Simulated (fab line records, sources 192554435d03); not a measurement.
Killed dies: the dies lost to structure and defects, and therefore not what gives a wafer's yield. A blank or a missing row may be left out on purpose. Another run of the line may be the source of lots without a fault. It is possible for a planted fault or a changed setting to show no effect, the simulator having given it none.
Split-lot experiment || flow n5 finfet || 39 wafers read from 7 lots, route of 1938 steps

SPLIT DETAILS
At N5_BEOL_M0_SAQP_ILD_DEP_01 (deposits SiOC from DEMS/O2, target thk 45.419 nm, time 8.7 s), the setting target thk a was moved away from the recipe's 454.19 angstrom on 15 of the 39 wafers read, by -55.3% to +39.4%. The other wafers ran this setting at the recipe's value.

The split's own step is where the reading is taken.

THE READING
SiOC_of_BEOL_M0_SAQP_ILD_DEP_01.thk nm (the simulator's own value, which no gauge read), in nm, at N5_BEOL_M0_SAQP_ILD_DEP_01 (deposits SiOC from DEMS/O2, target thk 45.419 nm, time 8.7 s). The file gives no usual value for it. Here, 24 wafers ran the recipe; their average is 45.5 nm with a standard deviation of 0.72 nm.

{"wafer": "L075.1", "tool, chamber at the split": "pecvd-02, 0", "target thk a as run, angstrom": 454.19, "against the recipe": "recipe", "SiOC_of_BEOL_M0_SAQP_ILD_DEP_01.thk nm, nm": 45.2, "against lot-mates on the recipe": "-"}
{"wafer": "L075.2", "tool, chamber at the split": "pecvd-02, 1", "target thk a as run, angstrom": 454.19, "against the recipe": "recipe", "SiOC_of_BEOL_M0_SAQP_ILD_DEP_01.thk nm, nm": 44.6, "against lot-mates on the recipe": "-"}
{"wafer": "L075.3", "tool, chamber at the split": "pecvd-02, 2", "target thk a as run, angstrom": 454.19, "against the recipe": "recipe", "SiOC_of_BEOL_M0_SAQP_ILD_DEP_01.thk nm, nm": 44.8, "against lot-mates on the recipe": "-"}
{"wafer": "L075.4", "tool, chamber at the split": "pecvd-02, 1,2", "target thk a as run, angstrom": 454.19, "against the recipe": "recipe", "SiOC_of_BEOL_M0_SAQP_ILD_DEP_01.thk nm, nm": 45.8, "against lot-mates on the recipe": "-"}
{"wafer": "L075.5", "tool, chamber at the split": "pecvd-02, 1,2", "target thk a as run, angstrom": 454.19, "against the recipe": "recipe", "SiOC_of_BEOL_M0_SAQP_ILD_DEP_01.thk nm, nm": 45.8, "against lot-mates on the recipe": "-"}
{"wafer": "L075.6", "tool, chamber at the split": "pecvd-02, 0", "target thk a as run, angstrom": 454.19, "against the recipe": "recipe", "SiOC_of_BEOL_M0_SAQP_ILD_DEP_01.thk nm, nm": 46, "against lot-mates on the recipe": "-"}
{"wafer": "L077.1", "tool, chamber at the split": "pecvd-02, 0,2", "target thk a as run, angstrom": 544.3, "against the recipe": "+19.8%", "SiOC_of_BEOL_M0_SAQP_ILD_DEP_01.thk nm, nm": 54.2, "against lot-mates on the recipe": "+9.1"}
{"wafer": "L077.2", "tool, chamber at the split": "pecvd-02, 0,2", "target thk a as run, angstrom": 544.3, "against the recipe": "+19.8%", "SiOC_of_BEOL_M0_SAQP_ILD_DEP_01.thk nm, nm": 54.2, "against lot-mates on the recipe": "+9.1"}
{"wafer": "L077.3", "tool, chamber at the split": "pecvd-02, 1", "target thk a as run, angstrom": 454.19, "against the recipe": "recipe", "SiOC_of_BEOL_M0_SAQP_ILD_DEP_01.thk nm, nm": 44.6, "against lot-mates on the recipe": "-"}
{"wafer": "L077.4", "tool, chamber at the split": "pecvd-02, 0", "target thk a as run, angstrom": 544.3, "against the recipe": "+19.8%", "SiOC_of_BEOL_M0_SAQP_ILD_DEP_01.thk nm, nm": 55.6, "against lot-mates on the recipe": "+10.5"}
{"wafer": "L077.5", "tool, chamber at the split": "pecvd-02, 2", "target thk a as run, angstrom": 454.19, "against the recipe": "recipe", "SiOC_of_BEOL_M0_SAQP_ILD_DEP_01.thk nm, nm": 45.6, "against lot-mates on the recipe": "-"}
{"wafer": "L077.6", "tool, chamber at the split": "pecvd-02, 1", "target thk a as run, angstrom": 454.19, "against the recipe": "recipe", "SiOC_of_BEOL_M0_SAQP_ILD_DEP_01.thk nm, nm": 45.2, "against lot-mates on the recipe": "-"}
{"wafer": "L080.2", "tool, chamber at the split": "pecvd-02, 0", "target thk a as run, angstrom": 454.19, "against the recipe": "recipe", "SiOC_of_BEOL_M0_SAQP_ILD_DEP_01.thk nm, nm": 46, "against lot-mates on the recipe": "-"}
{"wafer": "L080.5", "tool, chamber at the split": "pecvd-02, 2", "target thk a as run, angstrom": 454.19, "against the recipe": "recipe", "SiOC_of_BEOL_M0_SAQP_ILD_DEP_01.thk nm, nm": 46.4, "against lot-mates on the recipe": "-"}
{"wafer": "L080.6", "tool, chamber at the split": "pecvd-02, 0", "target thk a as run, angstrom": 454.19, "against the recipe": "recipe", "SiOC_of_BEOL_M0_SAQP_ILD_DEP_01.thk nm, nm": 46.8, "against lot-mates on the recipe": "-"}
{"wafer": "L082.1", "tool, chamber at the split": "pecvd-04, 2", "target thk a as run, angstrom": 454.19, "against the recipe": "recipe", "SiOC_of_BEOL_M0_SAQP_ILD_DEP_01.thk nm, nm": 45.4, "against lot-mates on the recipe": "-"}
{"wafer": "L082.2", "tool, chamber at the split": "pecvd-04, 1", "target thk a as run, angstrom": 454.19, "against the recipe": "recipe", "SiOC_of_BEOL_M0_SAQP_ILD_DEP_01.thk nm, nm": 44.8, "against lot-mates on the recipe": "-"}
{"wafer": "L082.3", "tool, chamber at the split": "pecvd-04, 0", "target thk a as run, angstrom": 633.2, "against the recipe": "+39.4%", "SiOC_of_BEOL_M0_SAQP_ILD_DEP_01.thk nm, nm": 62.2, "against lot-mates on the recipe": "+17.1"}
{"wafer": "L082.4", "tool, chamber at the split": "pecvd-04, 0", "target thk a as run, angstrom": 454.19, "against the recipe": "recipe", "SiOC_of_BEOL_M0_SAQP_ILD_DEP_01.thk nm, nm": 45.2, "against lot-mates on the recipe": "-"}
{"wafer": "L082.5", "tool, chamber at the split": "pecvd-04, 1", "target thk a as run, angstrom": 633.2, "against the recipe": "+39.4%", "SiOC_of_BEOL_M0_SAQP_ILD_DEP_01.thk nm, nm": 63.8, "against lot-mates on the recipe": "+18.7"}
{"wafer": "L082.6", "tool, chamber at the split": "pecvd-04, 2", "target thk a as run, angstrom": 633.2, "against the recipe": "+39.4%", "SiOC_of_BEOL_M0_SAQP_ILD_DEP_01.thk nm, nm": 64, "against lot-mates on the recipe": "+18.9"}
{"wafer": "L084.1", "tool, chamber at the split": "pecvd-03, 1", "target thk a as run, angstrom": 203.2, "against the recipe": "-55.3%", "SiOC_of_BEOL_M0_SAQP_ILD_DEP_01.thk nm, nm": 20, "against lot-mates on the recipe": -24.9}
{"wafer": "L084.2", "tool, chamber at the split": "pecvd-03, 2", "target thk a as run, angstrom": 454.19, "against the recipe": "recipe", "SiOC_of_BEOL_M0_SAQP_ILD_DEP_01.thk nm, nm": 44, "against lot-mates on the recipe": "-"}
{"wafer": "L084.3", "tool, chamber at the split": "pecvd-03, 0", "target thk a as run, angstrom": 203.2, "against the recipe": "-55.3%", "SiOC_of_BEOL_M0_SAQP_ILD_DEP_01.thk nm, nm": 19.4, "against lot-mates on the recipe": -25.5}
{"wafer": "L084.4", "tool, chamber at the split": "pecvd-03, 0,2", "target thk a as run, angstrom": 454.19, "against the recipe": "recipe", "SiOC_of_BEOL_M0_SAQP_ILD_DEP_01.thk nm, nm": 45.4, "against lot-mates on the recipe": "-"}
{"wafer": "L084.6", "tool, chamber at the split": "pecvd-03, 0,2", "target thk a as run, angstrom": 454.19, "against the recipe": "recipe", "SiOC_of_BEOL_M0_SAQP_ILD_DEP_01.thk nm, nm": 45.4, "against lot-mates on the recipe": "-"}
{"wafer": "L084.5", "tool, chamber at the split": "pecvd-03, 1", "target thk a as run, angstrom": 203.2, "against the recipe": "-55.3%", "SiOC_of_BEOL_M0_SAQP_ILD_DEP_01.thk nm, nm": 20.8, "against lot-mates on the recipe": -24.1}
{"wafer": "L086.1", "tool, chamber at the split": "pecvd-02, 1", "target thk a as run, angstrom": 553.4, "against the recipe": "+21.8%", "SiOC_of_BEOL_M0_SAQP_ILD_DEP_01.thk nm, nm": 55.6, "against lot-mates on the recipe": "+9.1"}
{"wafer": "L086.2", "tool, chamber at the split": "pecvd-02, 2,0", "target thk a as run, angstrom": 553.4, "against the recipe": "+21.8%", "SiOC_of_BEOL_M0_SAQP_ILD_DEP_01.thk nm, nm": 55.8, "against lot-mates on the recipe": "+9.3"}
{"wafer": "L086.3", "tool, chamber at the split": "pecvd-02, 2,0", "target thk a as run, angstrom": 553.4, "against the recipe": "+21.8%", "SiOC_of_BEOL_M0_SAQP_ILD_DEP_01.thk nm, nm": 55.8, "against lot-mates on the recipe": "+9.3"}
{"wafer": "L086.4", "tool, chamber at the split": "pecvd-02, 0", "target thk a as run, angstrom": 454.19, "against the recipe": "recipe", "SiOC_of_BEOL_M0_SAQP_ILD_DEP_01.thk nm, nm": 47, "against lot-mates on the recipe": "-"}
{"wafer": "L086.5", "tool, chamber at the split": "pecvd-02, 2", "target thk a as run, angstrom": 454.19, "against the recipe": "recipe", "SiOC_of_BEOL_M0_SAQP_ILD_DEP_01.thk nm, nm": 46.6, "against lot-mates on the recipe": "-"}
{"wafer": "L086.6", "tool, chamber at the split": "pecvd-02, 1", "target thk a as run, angstrom": 454.19, "against the recipe": "recipe", "SiOC_of_BEOL_M0_SAQP_ILD_DEP_01.thk nm, nm": 46, "against lot-mates on the recipe": "-"}
{"wafer": "L091.1", "tool, chamber at the split": "pecvd-04, 0", "target thk a as run, angstrom": 526, "against the recipe": "+15.8%", "SiOC_of_BEOL_M0_SAQP_ILD_DEP_01.thk nm, nm": 51.8, "against lot-mates on the recipe": "+6.4"}
{"wafer": "L091.2", "tool, chamber at the split": "pecvd-04, 1", "target thk a as run, angstrom": 526, "against the recipe": "+15.8%", "SiOC_of_BEOL_M0_SAQP_ILD_DEP_01.thk nm, nm": 52.4, "against lot-mates on the recipe": "+7.0"}
{"wafer": "L091.3", "tool, chamber at the split": "pecvd-04, 2", "target thk a as run, angstrom": 454.19, "against the recipe": "recipe", "SiOC_of_BEOL_M0_SAQP_ILD_DEP_01.thk nm, nm": 45, "against lot-mates on the recipe": "-"}
{"wafer": "L091.4", "tool, chamber at the split": "pecvd-04, 0", "target thk a as run, angstrom": 454.19, "against the recipe": "recipe", "SiOC_of_BEOL_M0_SAQP_ILD_DEP_01.thk nm, nm": 45.4, "against lot-mates on the recipe": "-"}
{"wafer": "L091.5", "tool, chamber at the split": "pecvd-04, 1", "target thk a as run, angstrom": 454.19, "against the recipe": "recipe", "SiOC_of_BEOL_M0_SAQP_ILD_DEP_01.thk nm, nm": 45.8, "against lot-mates on the recipe": "-"}
{"wafer": "L091.6", "tool, chamber at the split": "pecvd-04, 2", "target thk a as run, angstrom": 526, "against the recipe": "+15.8%", "SiOC_of_BEOL_M0_SAQP_ILD_DEP_01.thk nm, nm": 52.8, "against lot-mates on the recipe": "+7.4"}
The file does not say which wafer passed through which chamber wherever a row lists several chambers: such a row stands for several wafers.

FIT RESULTS
A straight line over all 39 wafers: SiOC_of_BEOL_M0_SAQP_ILD_DEP_01.thk nm changes by +0.458 nm for each +1% of target thk a; r = +1.00; the points scatter about the line by 0.7 nm.
The same after taking each lot's own level away (the mean of its wafers on the recipe; 39 wafers): +0.452 nm for each +1%; r = +1.00; scatter 0.58 nm.
Per that fit: largest target thk a move, reading shift of 25 nm.
From 44.93 to 46.53 nm: that is the span of the lots' own levels, equal to 2.2 times the standard deviation above.
Consequently the slope shifts little with the lot-to-lot level, the two slopes agreeing.
Check: for one of the wafers moved furthest among these (-55.3%), held out of the fit, the line's prediction against its lot-mates is -25 nm. It came out at -24.9 nm against them.

FURTHER SPLITS ON THESE WAFERS
Other splits were also applied to these wafers ahead of the reading. Each is held against what the fit with the lots' levels taken away leaves over:
{"other split on the same wafers": "N5_ZERO_LAYER_DEVELOP_10 develop time s", "wafers away from the commonest value": 15, "r with SiOC_of_BEOL_M0_SAQP_ILD_DEP_01.thk nm (lot level and that fit taken away)": "+0.34"}
{"other split on the same wafers": "N5_PMOS_HMC_CHANNEL_EPI_DEVELOP_08 develop time s", "wafers away from the commonest value": 15, "r with SiOC_of_BEOL_M0_SAQP_ILD_DEP_01.thk nm (lot level and that fit taken away)": -0.29}
{"other split on the same wafers": "N5_SPACER0_ALD_00 ald cycles", "wafers away from the commonest value": 18, "r with SiOC_of_BEOL_M0_SAQP_ILD_DEP_01.thk nm (lot level and that fit taken away)": "+0.35"}
{"other split on the same wafers": "N5_HKMG_FIN_DESCUM_53 time s", "wafers away from the commonest value": 18, "r with SiOC_of_BEOL_M0_SAQP_ILD_DEP_01.thk nm (lot level and that fit taken away)": "+0.16"}
{"other split on the same wafers": "N5_MOL_CONTACT_COAG_ETCHBACK_135 target depth a", "wafers away from the commonest value": 9, "r with SiOC_of_BEOL_M0_SAQP_ILD_DEP_01.thk nm (lot level and that fit taken away)": "+0.08"}

THE FILE'S OWN FIT
SiOC_of_BEOL_M0_SAQP_ILD_DEP_01.thk nm changes by +0.452 nm for each +1% of target thk a, r = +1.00.
